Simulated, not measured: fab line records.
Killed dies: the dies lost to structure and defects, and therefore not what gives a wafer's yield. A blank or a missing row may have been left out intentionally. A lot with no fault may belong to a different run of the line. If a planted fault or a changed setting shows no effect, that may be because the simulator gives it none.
Struck lot and sound lot, side by side | flow n5-finfet | 40 steps out of a route of 1938
Sound: these wafers, L107.1, L107.3, L107.4. Struck: wafer L992.5. (L992.3, L992.4 of the same lot were not struck and are left out.) The cause comes at the end.
At each step with rows: each side's tool, then ch and its chambers, then its first start. Under that, the readings that differ: sound wafers | struck wafers | difference of the means | sigmas: that difference in standard deviations of wafers without a fault.
alike: a reading whose means differ by less than 2 such deviations, as well as words and numbers matching on both sides. not compared: withheld readings; readings where some wafer has no value; bounds like >300 that might hide an equal value; numbers whose values overlap and for which the record gives no deviation.
The two part at a step that has a row with sigmas, a row that says differs or no value, or rows on one side only. Numbers that don't overlap but have no deviation are shown without sigmas and don't part them. A reading that every wafer of one side lacks parts them only if that side has two wafers or more.

first, 12 steps without rows for these wafers: N5_FIN_SAQP_DESCUM_21 (chemistry O2, time 7.9 s); N5_FIN_SAQP_ETCH_51 (etches SiARC in CF4, target depth 45.5 nm, time 75.8 s); N5_FIN_SAQP_ETCH_52 (etches SOC in N2/H2, target depth 100 nm, overetch 20 nm, time 150 s); N5_FIN_SAQP_STRIP_53 (strips in N2/H2); N5_FIN_SAQP_HM_OPEN_73 (chemistry CHF3/O2, target SiO2, stops on a-Si, target depth 12 nm, time 16.8 s); N5_FIN_SAQP_STRIP_74 (strips in CHF3/O2); N5_FIN_SAQP_MANDREL_ETCH_22 (etches a-Si in HBr/Cl2, stops on SiNx, target depth 60 nm, bt time 10 s, time 30 s); N5_FIN_SAQP_STRIP_55 (strips in N2/H2); N5_FIN_SAQP_STRIP_23 (strips in SPM, time 750 s); N5_FIN_SAQP_SRD_66 (time 30 s); N5_FIN_SAQP_RECESS_75 (chemistry HF/NH3, target SiO2, target depth 14.4 nm, afs cycles 3, sublimation time 60 s); N5_FIN_SAQP_SPACER1_ALD_24 (deposits SiO2, target thk 20.3 nm, pulse time 1 s, purge time 2 s).
N5_FIN_SAQP_SPACER1_ETCHBACK_25: etches SiO2 in CHF3/O2, target depth 24.4 nm, time 12.2 s.
  sound on rie-diel-02 ch 1,2,3, day 7 05:19; struck on rie-diel-02 ch 1, day 3 12:19
  alike: CHF3_flow_sccm, chamber-pressure-mTorr, drypump-motor-current-A, oes-product-au, rf-vpp-V, showerhead-plenum-p-Torr, throttle-valve-pct
  not compared: rf-hours-counter-h
then, 21 steps without rows for these wafers: N5_FIN_SAQP_MANDREL1_REMOVE_56 (chemistry HBr/Cl2/O2, target a-Si, stops on SiNx, bt time 10 s); N5_FIN_SAQP_ETCH_57 (etches SiNx in CH3F/O2, target depth 32.5 nm, time 46.4 s); N5_FIN_SAQP_ETCH_65 (etches SiO2 in CF4, target depth 4 nm, time 4.4 s); N5_FIN_SAQP_MANDREL_ETCH_58 (etches a-Si in HBr/Cl2, stops on SiNx, target depth 45 nm, bt time 10 s, time 27 s); N5_FIN_SAQP_RECESS_63 (chemistry HF/NH3, target SiO2, target depth 18 nm, afs cycles 3, sublimation time 60 s); N5_FIN_SAQP_COAT_68 (time 60 s, resist thk 100 nm); N5_FIN_SAQP_ETCH_69 (etches SOC in N2/H2, stops on SiNx, target depth 150 nm); N5_FIN_SAQP_ETCH_67 (etches SiNx in CH3F/O2, target depth 30 nm); N5_FIN_SAQP_STRIP_70 (strips in N2/H2); N5_FIN_SAQP_RECESS_71 (chemistry HF/NH3, target SiO2, target depth 3 nm, afs cycles 1, sublimation time 60 s); N5_FIN_SAQP_SPACER2_ALD_28 (deposits SiO2, target thk 8.1 nm, pulse time 1 s, purge time 2 s); N5_FIN_SAQP_SPACER2_ETCHBACK_29 (etches SiO2 in CHF3/O2, target depth 12.2 nm, time 6.1 s); N5_FIN_SAQP_MANDREL2_REMOVE_60 (chemistry HBr/Cl2/O2, target a-Si, stops on SiNx, bt time 10 s); N5_FIN_SAQP_HM_OPEN_33 (chemistry CH3F/O2, target SiNx, target depth 49.4 nm, time 70.6 s); N5_FIN_SAQP_ETCH_34 (etches SiO2 in C4F6/O2, target depth 45 nm, time 15 s); N5_FIN_SAQP_STRIP_77 (strips in N2/H2, time 90 s); N5_FIN_SAQP_ETCH_64 (etches SiO2 in CF4, target depth 1.5 nm); N5_FIN_SAQP_FIN_ETCH_36 (etches the open film in HBr/Cl2/O2, target depth 120 nm, time 50.4 s); N5_FIN_SAQP_PRECLEAN_38 (cleans in O3/DIW, time 45 s); N5_FIN_SAQP_PRECLEAN_45 (cleans in dHF, time 10 s); N5_FIN_SAQP_SRD_39 (time 30 s).
N5_FIN_SAQP_INSPECT_40: inspects for defects (brightfield).
  sound on defect-inspect-01 at day 7 07:39; struck on defect-inspect-02 at day 3 14:44
  reading          | sound       | struck | difference | sigmas
  raw-defect-count | 254 246 250 | 1520   | +1270      | +19
then, 2 steps without rows for these wafers: N5_FIN_CUT_COAT_18 (time 60 s, resist thk 230 nm); N5_FIN_CUT_COAT_19 (time 60 s, resist thk 20 nm).
N5_FIN_CUT_INSPECT_10: inspects for defects (brightfield).
  sound on defect-inspect-02 at day 7 08:02; struck on defect-inspect-02 at day 3 15:15
  reading          | sound    | struck | difference | sigmas
  raw-defect-count | 33 36 58 | 1360   | +1318      | +99 or more
-- here the record skips 7 days between the struck wafers' starts before and after, leaving off in module FIN_CUT and picking up in module BEOL_M4 (first step shown: number 1111 of the route) --
N5_BEOL_M4_RC_MEAS_101:
  sound on prober-02 ch 0, day 14 01:26; struck on prober-02 ch 0, day 10 15:11
  reading        | sound             | struck | difference | sigmas
  DIBL_N (mV/V)  | 34.7 33.6 35.3    | 37.2   | +2.7       | +2
  IOFF_P (nA/um) | 0.155 0.139 0.175 | 0.238  | +0.082     | +3
  ION_N (uA/um)  | 659 651 659       | 677    | +21        | +2
  ION_P (uA/um)  | 449 442 454       | 466    | +18        | +3
  alike: DIBL_P, IOFF_N, SS_N, SS_P, VT_N, VT_P
-- a jump in the record: the struck wafers' starts before and after are 4 days apart (it breaks off in module BEOL_M4 and resumes in module PASSIVATION, where the first step shown is number 1936 of the route) --
N5_PASSIVATION_PROBE_49:
  sound on prober-02 at day 18 18:17; struck on prober-01 at day 14 23:31
  reading                  | sound          | struck | difference | sigmas
  defect-limited-yield (%) | 91.9 91.0 94.5 | 78.3   | -14.2      | -9
  killed-at-front-end      | 24 56 36       | 184    | +145       | +13
  killed-dies              | 96 106 65      | 256    | +167       | +10
  sort_bin_5_function (%)  | 5.3 5.7 3.6    | 11.8   | +6.9       | +7
  sort_bin_6_memory (%)    | 2.5 3.0 1.9    | 5.3    | +2.8       | +4
  sort-n-pass              | 1084 1074 1115 | 924    | -167       | -10
  sort-yield-pct (%)       | 91.9 91.0 94.5 | 78.3   | -14.2      | -9
  alike: killed_at_M0_to_M3, killed_at_M4_up, killed-at-contacts, killed-at-other, killed-on-rim, killed-open, killed-short

## WHERE THEY PART
Earliest at N5_FIN_SAQP_INSPECT_40; latest, in this record, at N5_PASSIVATION_PROBE_49.

WHY: what had been put in by the simulator
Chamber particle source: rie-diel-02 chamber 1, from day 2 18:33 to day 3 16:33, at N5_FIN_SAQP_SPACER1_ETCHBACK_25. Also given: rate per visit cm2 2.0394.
